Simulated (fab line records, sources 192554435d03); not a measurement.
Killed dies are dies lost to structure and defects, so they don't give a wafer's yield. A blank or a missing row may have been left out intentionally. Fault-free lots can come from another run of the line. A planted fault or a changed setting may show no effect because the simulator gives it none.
Which tool did it?    flow n5_finfet    Sampling: 10 lots, 30 wafers, 5 of 1938 route steps

== WHAT THE GAUGES READ, wafer by wafer ==
N5_BEOL_M14_CD_MEAS_17: the cd target is 250 nm.
lot   measured      on         cd_nm (nm)
L545  day 12 06:05  cd_sem-02  247.8 248.2 249.5
L547  day 12 22:40  cd_sem-03  252.6 251.6 249.2
L549  day 12 23:10  cd_sem-02  249.3 247.0 246.8
L552  day 13 09:06  cd_sem-01  248.3 252.1 248.0
L550  day 14 02:55  cd_sem-02  251.2 251.1 249.8
L554  day 14 07:08  cd_sem-02  251.1 251.8 250.7
L565  day 16 18:33  cd_sem-02  249.7 258.4 253.9
L567  day 17 12:31  cd_sem-02  247.9 249.3 247.6
L566  day 17 12:40  cd_sem-01  250.9 258.0 249.8
L568  day 17 17:20  cd_sem-01  251.0 249.6 250.3

== WHICH TOOL RAN EACH LOT (tool, then ch and the chambers of the sampled wafers, then the start) ==
lot   N5_BEOL_M13_ANNEAL_48             N5_BEOL_M14_DESCUM_15               N5_BEOL_M14_ETCH_59                 N5_BEOL_M14_STRIP_63
L545  rtp_anneal-02 ch 0, day 12 04:17  rie_diel-05 ch 1,2,3, day 12 05:37  rie_diel-05 ch 1,2,3, day 12 05:39  rie_diel-05 ch 1,2,3, day 12 06:05 or earlier
L547  rtp_anneal-01 ch 0, day 12 20:52  rie_diel-02 ch 0,1,2, day 12 22:14  rie_diel-02 ch 0,1,2, day 12 22:16  rie_diel-02 ch 0,1,2, day 12 22:40 or earlier
L549  rtp_anneal-01 ch 0, day 12 21:08  rie_diel-01 ch 1,3, day 12 22:44    rie_diel-01 ch 1,3, day 12 22:46    rie_diel-01 ch 1,3, day 12 23:10 or earlier
L552  rtp_anneal-02 ch 0, day 13 06:49  rie_diel-01 ch 1,2,3, day 13 08:24  rie_diel-01 ch 1,2,3, day 13 08:26  rie_diel-01 ch 1,2,3, day 13 09:06 or earlier
L550  rtp_anneal-01 ch 0, day 14 01:02  rie_diel-01 ch 0,2,3, day 14 02:28  rie_diel-01 ch 0,2,3, day 14 02:31  rie_diel-01 ch 0,2,3, day 14 02:55 or earlier
L554  rtp_anneal-01 ch 0, day 14 05:15  rie_diel-05 ch 2,3, day 14 06:42    rie_diel-05 ch 2,3, day 14 06:44    rie_diel-05 ch 2,3, day 14 07:08 or earlier
L565  rtp_anneal-01 ch 0, day 16 16:38  rie_diel-01 ch 0,3, day 16 18:07    rie_diel-01 ch 0,3, day 16 18:09    rie_diel-01 ch 0,3, day 16 18:33 or earlier
L567  rtp_anneal-02 ch 0, day 17 10:31  rie_diel-02 ch 0,1,3, day 17 12:05  rie_diel-02 ch 0,1,3, day 17 12:07  rie_diel-02 ch 0,1,3, day 17 12:31 or earlier
L566  rtp_anneal-01 ch 0, day 17 10:46  rie_diel-01 ch 1,2,3, day 17 12:13  rie_diel-01 ch 1,2,3, day 17 12:16  rie_diel-01 ch 1,2,3, day 17 12:40 or earlier
L568  rtp_anneal-02 ch 0, day 17 15:38  rie_diel-05 ch 0,2,3, day 17 16:55  rie_diel-05 ch 0,2,3, day 17 16:58  rie_diel-05 ch 0,2,3, day 17 17:20 or earlier
- N5_BEOL_M13_ANNEAL_48: time 90 s.
- N5_BEOL_M14_DESCUM_15: chemistry O2, time 7.9 s.
- N5_BEOL_M14_ETCH_59: etches BARC in N2/H2, target depth 89 nm, overetch 26.7 nm, time 67.9 s.
- N5_BEOL_M14_STRIP_63: strips in O2.

== THE ANSWER, worked out from the rows above alone ==
Rule: what is usual is taken from the lots themselves. The widest of any qualifying gaps counts: lots, ordered by their means at a reading, are off when they make up no more than a third of the lots, leave a main group of 4 or more, and stand apart from it by 3 or more times the standard deviation of that group's means. A main group is skipped when, at the precision printed for the reading in the tables above, its means are all equal. A lot without any number at a reading at which 4 lots or more have one is off too. Where the step has rows for the other lots, those lots are counted as sound.
None of the lots is off at any reading shown; this tells nothing.

== WHAT THE SIMULATOR HAD PUT IN ==
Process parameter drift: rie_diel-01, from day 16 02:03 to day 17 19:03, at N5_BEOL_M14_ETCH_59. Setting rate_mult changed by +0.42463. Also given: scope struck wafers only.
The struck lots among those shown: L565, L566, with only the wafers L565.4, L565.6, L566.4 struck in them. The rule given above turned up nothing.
